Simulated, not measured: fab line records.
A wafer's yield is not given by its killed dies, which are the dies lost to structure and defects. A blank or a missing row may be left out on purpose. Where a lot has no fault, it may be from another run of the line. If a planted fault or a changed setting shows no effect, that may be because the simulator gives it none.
Code-filled problem report in 8D (eight disciplines) form :: flow n5-finfet :: the parts of the form that need people (team, actions taken, sign-off) are left out

== 1. THE PROBLEM ==
Wafers free of any fault read -0.2 nm (standard deviation 0.67) for V7_OVL at N5_BEOL_M8_OVL_MEAS_29, against a mean of 8.1 nm on 6 wafers of 2 lots. Measured from the usual mean, that is +12 standard deviations.
First observed at day 10 17:58: wafer L870.3, on overlay-02. The record holds 32 wafers of 11 lots with a number at this step. The rule behind "out" and "out of limits": a value lying over 4 standard deviations away from the usual mean. The other wafers with a number count as sound.

== 2. WHAT IT IS AND WHAT IT IS NOT ==
question: which readings at this step
is: V7_OVL
is not: -

question: which lots
is: L870, L873
is not: L867, L869, L875, L876, L879, L880, L881, L882, L883

question: which wafers of those lots
is: all that have a number
is not: -

question: read on which gauges
is: overlay-01, overlay-02
is not: -

question: when
is: from day 10 17:58
is not: up to then (6 sound wafers); but 20 sound wafers of L875, L876, L879, L880, L881, L882, L883 came after

== 3. WHAT RULES OUT EACH SUSPECT ==
Counting: a tool at any process step up to the reading remains a suspect when it ran all the lots that are out and ran no sound lot after the first of those.
- the gauge at N5_BEOL_M8_OVL_MEAS_29 has been ruled out. The wafers that are out were read on 2 gauges (overlay-01, overlay-02).
- euv-scanner-02 at N5_BEOL_M8_EXPOSE_25 (exposes mask V7, target cd 40 nm): kept. It ran every lot that is out, first L870 (day 10 17:49), and no sound lot after that; its last sound lot up to then is L867 (day 9 21:59).
The count leaves euv-scanner-02 at N5_BEOL_M8_EXPOSE_25.

== 4. THE CAUSE (what the simulator had put in) ==
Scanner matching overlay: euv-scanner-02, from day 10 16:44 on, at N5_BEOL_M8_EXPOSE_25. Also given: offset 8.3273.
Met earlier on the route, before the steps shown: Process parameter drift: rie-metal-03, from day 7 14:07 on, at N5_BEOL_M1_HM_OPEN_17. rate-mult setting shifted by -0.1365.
Counting left only this tool.

== 5. THE CHAIN OF EFFECTS, in route order ==
Each row: a reading whose mean over the struck wafers that have a number lies more than 3 standard deviations from the usual. Scope: only readings with a usual standard deviation given in the record; hours: median across lots of the time from each lot's start at the first step in this table that gives one to its start at this step; sigmas: change in usual standard deviations.
hours: 0
step: N5_BEOL_M8_OVL_MEAS_29
reading: V7_OVL
usual: -0.2 nm
on struck wafers: 8.1
change: +8.3
sigmas: +12

== 6. WHAT WOULD HAVE CAUGHT IT SOONER ==
In this record the first reading out of limits at a measuring or inspecting step was taken at day 10 17:58, 1 hour after the fault began at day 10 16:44.
L873, from the lots that are out (2), started N5_BEOL_M8_EXPOSE_25 on euv-scanner-02 later than day 10 17:58. Putting the tool on hold at that point would have spared it.
